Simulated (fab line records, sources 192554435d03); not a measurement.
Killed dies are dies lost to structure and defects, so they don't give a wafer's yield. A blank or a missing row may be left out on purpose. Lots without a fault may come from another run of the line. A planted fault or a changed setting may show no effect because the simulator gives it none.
Chamber matching | flow n5_finfet | N5_FIN_SAQP_ETCH_64 on rie_si-04: 4 sister chambers
The step etches SiO2 in CF4, target depth 1.5 nm. 4 wafers are shown with their chamber, then 12 later ones without.

WAFERS WITH THEIR CHAMBER
wafer  | chamber | throttle_valve_pct (%)
L087.6 | 2       | 21.69
L088.1 | 1       | 22.08
L088.5 | 3       | 21.98
L088.6 | 0       | 21.48

WAFERS WITHOUT THEIR CHAMBER
wafer  | throttle_valve_pct (%)
L090.2 | 21.70
L090.4 | 22.09
L090.5 | 21.69
L093.1 | 22.10
L093.3 | 21.70
L093.4 | 21.98
L094.2 | 22.11
L094.3 | 21.99
L094.5 | 21.49
L096.4 | 22.10
L096.5 | 21.99
L096.6 | 21.69

WHICH CHAMBER EACH WENT THROUGH
wafer  | from the rows above | in truth
L090.2 | 2                   | 2
L090.4 | 1                   | 1
L090.5 | 2                   | 2
L093.1 | 1                   | 1
L093.3 | 2                   | 2
L093.4 | 3                   | 3
L094.2 | 1                   | 1
L094.3 | 3                   | 3
L094.5 | 0                   | 0
L096.4 | 1                   | 1
L096.5 | 3                   | 3
L096.6 | 2                   | 2
Placed correctly: 12 of 12. Can't be placed from these rows: 0. Placed wrongly: 0.
How it was worked out, from the rows above alone: a wafer's distance from a chamber is the root of the sum, over the readings, of the square of ((its reading less the chamber's mean) divided by the reading's scatter). The wafer belongs to the nearest chamber; if the next one is less than 2 further off, it can't be placed. A chamber's mean is the mean of its shown wafers. The scatter: with one shown wafer a chamber, the root of the mean of the squares of how far each hidden wafer lies from its nearest shown one.
